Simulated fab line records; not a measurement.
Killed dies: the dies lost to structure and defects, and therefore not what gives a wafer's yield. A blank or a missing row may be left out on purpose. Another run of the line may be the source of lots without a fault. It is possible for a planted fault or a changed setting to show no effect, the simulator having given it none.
Chamber matching | flow n5-finfet | N5_HKMG_FIN_STRIP_90 on rie-diel-04 has 4 sister chambers
The step strips SOC in N2/H2, time 20 s. 8 wafers are shown with their chamber, then 8 later ones without.

== WAFERS PAIRED WITH THEIR CHAMBERS ==
wafer  | chamber | showerhead-plenum-p-Torr (Torr) | throttle-valve-pct (%)
L075.2 | 1       | 3.48                            | 18.8
L075.6 | 3       | 3.29                            | 18.8
L082.3 | 1       | 3.47                            | 18.8
L084.5 | 2       | 3.35                            | 19.9
L089.1 | 0       | 3.58                            | 19.0
L089.3 | 2       | 3.34                            | 19.9
L089.4 | 3       | 3.28                            | 18.5
L090.2 | 0       | 3.58                            | 19.0

== WAFERS WHOSE CHAMBER IS MISSING ==
wafer  | showerhead-plenum-p-Torr (Torr) | throttle-valve-pct (%)
L090.3 | 3.28                            | 18.6
L090.5 | 3.58                            | 19.0
L091.3 | 3.58                            | 19.0
L091.4 | 3.27                            | 18.6
L091.6 | 3.34                            | 19.9
L093.1 | 3.58                            | 19.1
L093.4 | 3.34                            | 19.9
L093.6 | 3.27                            | 18.5

== EACH ONE'S CHAMBER ==
wafer  | from the rows above | in truth
L090.3 | 3                   | 3
L090.5 | 0                   | 0
L091.3 | 0                   | 0
L091.4 | 3                   | 3
L091.6 | 2                   | 2
L093.1 | 0                   | 0
L093.4 | 2                   | 2
L093.6 | 3                   | 3
Correct placement for 8 of the 8. Number that these rows cannot place: 0. Placed wrongly: 0.
How it was worked out, from the rows above alone: a wafer's distance from a chamber is the root of the sum, over the readings, of the square of ((its reading less the chamber's mean) divided by the reading's scatter). If the next closest chamber is less than 2 further off than the closest, the wafer can't be placed; otherwise it belongs to the closest. Each chamber's mean is taken over the wafers shown for it. How the scatter is found: for the shown wafers, subtract from each reading the mean of its chamber, square and add these, divide the total by (wafers less chambers), then take the root.
